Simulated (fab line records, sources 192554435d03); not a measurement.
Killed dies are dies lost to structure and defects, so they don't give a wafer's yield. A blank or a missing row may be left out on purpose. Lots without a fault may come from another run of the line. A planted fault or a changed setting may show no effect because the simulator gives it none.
Which tool did it? | flow n5_finfet | 6 lots, 17 wafers sampled, at 1 step of a route of 1938

WHAT THE GAUGES READ, wafer by wafer
N5_BEOL_M8_CD_MEAS_11: target cd 38.5 nm.
lot  | measured     | on        | cd_nm (nm)
L242 | day 10 06:16 | cd_sem-02 | 36.9 38.3 38.3
L243 | day 10 19:31 | cd_sem-02 | 39.1 39.5
L250 | day 12 15:56 | cd_sem-02 | 38.1 38.5 39.3
L254 | day 12 19:42 | cd_sem-03 | 38.5 37.4 38.8
L257 | day 13 17:59 | cd_sem-02 | 38.3 38.2 38.2
L260 | day 15 14:40 | cd_sem-03 | 38.9 37.6 38.0

WHICH TOOL RAN EACH LOT (tool, then ch and the chambers of the sampled wafers, then the start)
The record holds no process step before these readings.

THE ANSWER, worked out from the rows above alone
Rule: what is usual is taken from the lots themselves. Put in order of their means at a reading, lots are off if they are a third of the lots or fewer, leave a main group of 4 or more, and stand apart from it by a gap of 3 or more times the standard deviation of the main group's means; of several such gaps the widest counts. A main group whose means are all the same, to the digits that the tables above print for the reading, isn't used. A lot without any number at a reading at which 4 lots or more have one is off too. The other lots that the step has rows for count as sound.
No lot is off at any reading shown: from this, nothing can be told.

WHAT THE SIMULATOR HAD PUT IN
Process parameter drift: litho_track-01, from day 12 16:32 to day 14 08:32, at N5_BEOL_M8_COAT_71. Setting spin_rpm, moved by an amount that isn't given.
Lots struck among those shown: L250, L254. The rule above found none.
